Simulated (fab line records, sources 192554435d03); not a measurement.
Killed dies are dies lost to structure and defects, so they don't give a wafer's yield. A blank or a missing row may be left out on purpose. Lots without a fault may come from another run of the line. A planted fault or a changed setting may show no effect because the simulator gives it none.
Which tool did it? | flow n5_finfet | 24 lots, 72 wafers sampled, at 3 steps of a route of 1938

WHAT THE GAUGES READ, wafer by wafer
N5_START_INSPECT_01: inspects for defects (unpatterned scan).
lot  | measured    | on                | raw_defect_count
L074 | day 1 12:02 | defect_inspect-02 | 9 10 8
L075 | day 1 18:02 | defect_inspect-02 | 5 8 8
L076 | day 2 00:02 | defect_inspect-02 | 10 4 9
L077 | day 2 06:02 | defect_inspect-01 | 11 5 7
L078 | day 2 12:02 | defect_inspect-01 | 7 7 4
L079 | day 2 18:02 | defect_inspect-01 | 4 5 8
L080 | day 3 00:02 | defect_inspect-02 | 5 5 3
L081 | day 3 06:02 | defect_inspect-02 | 2 4 6
L082 | day 3 12:02 | defect_inspect-01 | 8 3 4
L083 | day 3 18:02 | defect_inspect-02 | 5 13 5
L084 | day 4 00:02 | defect_inspect-01 | 3 10 5
L085 | day 4 06:02 | defect_inspect-01 | 7 3 11
L086 | day 4 12:02 | defect_inspect-01 | 8 6 6
L087 | day 4 18:02 | defect_inspect-01 | 6 10 6
L088 | day 5 00:02 | defect_inspect-02 | 6 7 7
L089 | day 5 06:02 | defect_inspect-02 | 10 12 10
L090 | day 5 12:02 | defect_inspect-02 | 7 0 3
L091 | day 5 18:02 | defect_inspect-01 | 11 2 4
L092 | day 6 00:02 | defect_inspect-01 | 8 4 2
L093 | day 6 06:02 | defect_inspect-01 | 6 8 5
L094 | day 6 12:02 | defect_inspect-01 | 8 5 7
L095 | day 6 18:02 | defect_inspect-01 | 2 7 6
L096 | day 7 00:02 | defect_inspect-01 | 5 6 4
L097 | day 7 06:02 | defect_inspect-02 | 4 4 4

N5_PMOS_HMC_CHANNEL_EPI_INSPECT_30: inspects for defects (darkfield).
lot  | measured    | on                | raw_defect_count
L074 | day 1 21:10 | defect_inspect-01 | 8 21 23
L075 | day 2 02:28 | defect_inspect-02 | 24 19 16
L076 | day 2 08:29 | defect_inspect-02 | 18 19 16
L077 | day 2 14:13 | defect_inspect-01 | 18 12 14
L078 | day 2 20:47 | defect_inspect-01 | 23 24 16
L079 | day 3 01:58 | defect_inspect-01 | 28 21 19
L080 | day 3 08:17 | defect_inspect-01 | 38 15 20
L081 | day 3 14:19 | defect_inspect-01 | 18 31 21
L082 | day 3 21:23 | defect_inspect-02 | 19 16 22
L083 | day 4 03:07 | defect_inspect-02 | 18 28 23
L084 | day 4 08:44 | defect_inspect-02 | 10 9 18
L085 | day 4 14:32 | defect_inspect-02 | 12 20 22
L086 | day 4 21:24 | defect_inspect-01 | 19 13 21
L087 | day 5 04:07 | defect_inspect-02 | 17 10 15
L088 | day 5 09:37 | defect_inspect-01 | 18 21 25
L089 | day 5 15:34 | defect_inspect-01 | 20 15 16
L090 | day 5 21:04 | defect_inspect-01 | 20 17 18
L091 | day 6 02:59 | defect_inspect-02 | 25 28 23
L092 | day 6 08:14 | defect_inspect-02 | 23 16 25
L093 | day 6 16:38 | defect_inspect-01 | 10 18 24
L094 | day 6 22:10 | defect_inspect-01 | 21 17 21
L095 | day 7 02:31 | defect_inspect-01 | 22 13 10
L096 | day 7 08:20 | defect_inspect-01 | 11 12 17
L097 | day 7 14:25 | defect_inspect-02 | 30 25 28

WHICH TOOL RAN EACH LOT (tool, then ch and the chambers of the sampled wafers, then the start)
lot  | N5_WELL_APT_DESCUM_30
L074 | rie_diel-05 ch 1,2, day 1 15:08
L075 | rie_diel-01 ch 0,2, day 1 21:21
L076 | rie_diel-05 ch 0,2,3, day 2 02:50
L077 | rie_diel-06 ch 0,1,2, day 2 09:04
L078 | rie_diel-06 ch 0,1,2, day 2 15:29
L079 | rie_diel-01 ch 0,3, day 2 20:54
L080 | rie_diel-05 ch 1,2, day 3 03:31
L081 | rie_diel-01 ch 0,3, day 3 09:17
L082 | rie_diel-01 ch 0,2,3, day 3 15:59
L083 | rie_diel-05 ch 2,3, day 3 21:59
L084 | rie_diel-01 ch 1,2,3, day 4 03:25
L085 | rie_diel-01 ch 1,3, day 4 08:53
L086 | rie_diel-05 ch 0,1,2, day 4 15:42
L087 | rie_diel-06 ch 2,3, day 4 21:45
L088 | rie_diel-06 ch 0,2, day 5 03:44
L089 | rie_diel-01 ch 1,2,3, day 5 08:47
L090 | rie_diel-06 ch 1,2,3, day 5 15:25
L091 | rie_diel-05 ch 0,3, day 5 20:58
L092 | rie_diel-05 ch 0,1,3, day 6 02:56
L093 | rie_diel-05 ch 0,1,3, day 6 09:56
L094 | rie_diel-06 ch 0,1,2, day 6 16:47
L095 | rie_diel-05 ch 1,2, day 6 21:13
L096 | rie_diel-01 ch 0,1, day 7 02:56
L097 | rie_diel-06 ch 2,3, day 7 09:12
- N5_WELL_APT_DESCUM_30: chemistry O2, time 7.9 s.

WHAT THE TOOLS THEMSELVES READ (means of the sampled wafers that have a number; where no wafer has one, the mark that the record gives instead)
N5_WELL_APT_DESCUM_30.
lot  | tool        | drypump_motor_current_A (A) | oes_product_au (a.u.) | rf_vpp_V (V) | showerhead_plenum_p_Torr (Torr) | throttle_valve_pct (%)
L074 | rie_diel-05 | 5.7                         | 0.88                  | 242.2        | 2.11                            | 20.39
L075 | rie_diel-01 | 6.4                         | 0.74                  | 241.9        | 2.04                            | 20.23
L076 | rie_diel-05 | 5.9                         | 0.77                  | 243.1        | 2.10                            | 20.45
L077 | rie_diel-06 | 5.8                         | 0.80                  | 243.4        | 2.08                            | 20.35
L078 | rie_diel-06 | 5.8                         | 0.79                  | 243.1        | 2.08                            | 20.35
L079 | rie_diel-01 | 6.1                         | 0.71                  | 242.2        | 2.04                            | 20.21
L080 | rie_diel-05 | 5.9                         | 0.89                  | 243.5        | 2.09                            | 20.45
L081 | rie_diel-01 | 6.0                         | 0.71                  | 243.0        | 2.09                            | 20.24
L082 | rie_diel-01 | 6.3                         | 0.74                  | 241.9        | 2.08                            | 20.29
L083 | rie_diel-05 | 6.0                         | 0.79                  | 243.2        | 2.08                            | 20.43
L084 | rie_diel-01 | 6.0                         | 0.75                  | 243.8        | 2.12                            | 20.43
L085 | rie_diel-01 | 5.7                         | 0.72                  | 244.0        | 2.12                            | 20.39
L086 | rie_diel-05 | 5.6                         | 0.80                  | 243.3        | 2.12                            | 20.48
L087 | rie_diel-06 | 5.0                         | 0.82                  | 242.3        | 2.02                            | 20.16
L088 | rie_diel-06 | 6.0                         | 0.80                  | 242.9        | 2.02                            | 20.43
L089 | rie_diel-01 | 6.0                         | 0.75                  | 244.0        | 2.11                            | 20.43
L090 | rie_diel-06 | 5.3                         | 0.79                  | 243.3        | 2.07                            | 20.25
L091 | rie_diel-05 | 5.8                         | 0.70                  | 242.3        | 2.11                            | 20.53
L092 | rie_diel-05 | 6.0                         | 0.77                  | 242.8        | 2.07                            | 20.54
L093 | rie_diel-05 | 6.0                         | 0.76                  | 241.6        | 2.07                            | 20.55
L094 | rie_diel-06 | 5.8                         | 0.76                  | 243.1        | 2.07                            | 20.40
L095 | rie_diel-05 | 5.7                         | 0.81                  | 242.6        | 2.09                            | 20.47
L096 | rie_diel-01 | 5.6                         | 0.72                  | 242.3        | 2.04                            | 20.49
L097 | rie_diel-06 | 5.0                         | 0.79                  | 242.5        | 2.01                            | 20.18

THE ANSWER, worked out from the rows above alone
Rule: what is usual is taken from the lots themselves. Put in order of their means at a reading, lots are off if they are a third of the lots or fewer, leave a main group of 4 or more, and stand apart from it by a gap of 3 or more times the standard deviation of the main group's means; of several such gaps the widest counts. A main group whose means are all the same, to the digits that the tables above print for the reading, isn't used. A lot without any number at a reading at which 4 lots or more have one is off too. The other lots that the step has rows for count as sound. The gauges are gone through in route order, then the tools' own readings, and for those a lot's mean is taken as printed above. The first step at which some lot is off is used, and at that step the reading that is off furthest; a lot without a number counts as furthest.
No lot is off at any reading shown: from this, nothing can be told.

WHAT THE SIMULATOR HAD PUT IN
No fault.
